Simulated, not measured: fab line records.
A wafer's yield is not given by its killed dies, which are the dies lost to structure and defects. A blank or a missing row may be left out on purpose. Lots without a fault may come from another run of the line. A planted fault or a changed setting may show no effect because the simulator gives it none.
Matching of chambers + flow n5_finfet + 4 sister chambers for N5_BEOL_M6_STRIP_67 on rie_diel-01
The step strips in CF4. 16 wafers are shown with their chamber, then 8 later ones without.

WAFERS, EACH WITH ITS CHAMBER
| wafer  | chamber | drypump_motor_current_A (A) | showerhead_plenum_p_Torr (Torr) | throttle_valve_pct (%) |
|--------|---------|-----------------------------|---------------------------------|------------------------|
| L077.4 | 1       | 6.4                         | 1.76                            | 13.30                  |
| L077.5 | 2       | 5.4                         | 1.83                            | 13.78                  |
| L077.6 | 1       | 6.4                         | 1.76                            | 13.28                  |
| L081.1 | 1       | 6.4                         | 1.75                            | 13.32                  |
| L081.2 | 3       | 5.1                         | 1.64                            | 13.52                  |
| L081.6 | 0       | 6.2                         | 1.72                            | 13.78                  |
| L084.1 | 1       | 6.4                         | 1.75                            | 13.29                  |
| L084.3 | 0       | 6.2                         | 1.72                            | 13.79                  |
| L084.4 | 2       | 5.4                         | 1.83                            | 13.82                  |
| L085.1 | 1       | 6.5                         | 1.75                            | 13.30                  |
| L085.4 | 2       | 5.4                         | 1.83                            | 13.81                  |
| L085.6 | 0       | 6.3                         | 1.72                            | 13.79                  |
| L091.2 | 3       | 5.2                         | 1.63                            | 13.59                  |
| L091.5 | 3       | 5.2                         | 1.63                            | 13.60                  |
| L091.6 | 0       | 6.2                         | 1.71                            | 13.84                  |
| L092.1 | 2       | 5.4                         | 1.82                            | 13.28                  |

SIGNATURES (means of the wafers above)
| reading                  | chamber 0 | chamber 1 | chamber 2 | chamber 3 | scatter within a chamber |
|--------------------------|-----------|-----------|-----------|-----------|--------------------------|
| drypump_motor_current_A  | 6.225     | 6.420     | 5.400     | 5.167     | 0.043                    |
| showerhead_plenum_p_Torr | 1.7175    | 1.7540    | 1.8275    | 1.6333    | 0.0053                   |
| throttle_valve_pct       | 13.8000   | 13.2980   | 13.6725   | 13.5700   | 0.133                    |
Rule: for each reading, subtract the chamber's mean from the wafer's reading, divide by that reading's scatter and square the result; add these up over the readings and take the root, which gives the wafer's distance from the chamber. If the next closest chamber is less than 2 further off than the closest, the wafer can't be placed; otherwise it belongs to the closest. How the scatter is found: for the shown wafers, subtract from each reading the mean of its chamber, square and add these, divide the total by (wafers less chambers), then take the root.

WAFERS WITHOUT THEIR CHAMBER
| wafer  | drypump_motor_current_A (A) | showerhead_plenum_p_Torr (Torr) | throttle_valve_pct (%) |
|--------|-----------------------------|---------------------------------|------------------------|
| L092.2 | 5.1                         | 1.63                            | 13.59                  |
| L092.4 | 6.2                         | 1.71                            | 13.86                  |
| L094.1 | 6.2                         | 1.71                            | 13.81                  |
| L094.3 | 5.4                         | 1.82                            | 13.30                  |
| L094.4 | 6.2                         | 1.71                            | 13.84                  |
| L097.1 | 5.4                         | 1.82                            | 13.30                  |
| L097.5 | 5.4                         | 1.82                            | 13.32                  |
| L097.6 | 5.1                         | 1.63                            | 13.60                  |

CHAMBER TAKEN BY EACH
| wafer  | from the rows above | in truth |
|--------|---------------------|----------|
| L092.2 | 3                   | 3        |
| L092.4 | 0                   | 0        |
| L094.1 | 0                   | 0        |
| L094.3 | 2                   | 2        |
| L094.4 | 0                   | 0        |
| L097.1 | 2                   | 2        |
| L097.5 | 2                   | 2        |
| L097.6 | 3                   | 3        |
Correct placement for 8 of the 8. Left unplaced by these rows: 0. 0 placed wrongly.
